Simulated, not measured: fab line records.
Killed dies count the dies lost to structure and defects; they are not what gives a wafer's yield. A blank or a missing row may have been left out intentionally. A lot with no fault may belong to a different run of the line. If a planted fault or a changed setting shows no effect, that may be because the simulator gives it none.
Chamber matching    flow nand harc    rie diel-02 running NHARC_A_BLC_ETCH_18: 4 sister chambers
The step etches the open film in C4F8/O2/Ar, target depth 910 nm. 14 wafers are shown with their chamber, then 7 later ones without.

## WAFERS PAIRED WITH THEIR CHAMBERS
wafer   chamber  rf vpp V (V)  oes product au (a.u.)
L675.3  2        985           0.948
L675.4  0        971           0.957
L675.6  3        981           0.948
L676.2  3        981           0.934
L676.3  1        984           0.975
L676.5  1        985           0.969
L674.2  2        985           0.962
L674.4  3        980           0.970
L674.5  1        984           0.979
L677.2  2        986           0.972
L677.3  0        970           0.976
L677.6  1        983           0.978
L680.1  0        970           0.951
L680.3  1        982           0.963

SIGNATURES (means of the wafers above)
reading         chamber 0  chamber 1  chamber 2  chamber 3  scatter within a chamber
rf vpp V        970.33     983.60     985.33     980.67     0.849
oes product au  0.96133    0.97280    0.96067    0.95067    0.0121
Rule: a wafer's distance from a chamber is the root of the sum, over the readings, of the square of ((its reading less the chamber's mean) divided by the reading's scatter). The wafer belongs to the nearest chamber; if the next one is less than 2 further off, it can't be placed. The scatter is the square root of a quotient: the sum, over the shown wafers, of each reading's squared deviation from its chamber's mean, divided by wafers minus chambers.

## WAFERS WITHOUT THEIR CHAMBER
wafer   rf vpp V (V)  oes product au (a.u.)
L680.5  984           0.965
L681.1  983           0.944
L681.3  982           0.928
L681.5  983           0.943
L682.1  969           0.971
L682.2  985           0.975
L682.6  981           0.961

## WHICH CHAMBER EACH WENT THROUGH
wafer   from the rows above           in truth
L680.5  can't be placed: 1 or 2       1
L681.1  can't be placed: 1 or 3 or 2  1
L681.3  can't be placed: 3 or 1       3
L681.5  can't be placed: 1 or 3 or 2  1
L682.1  0                             0
L682.2  can't be placed: 2 or 1       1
L682.6  3                             3
Correctly placed: 2 of 7. Cannot be placed on the basis of these rows: 5; the candidates contain the true chamber in 5. Placed wrongly: 0.
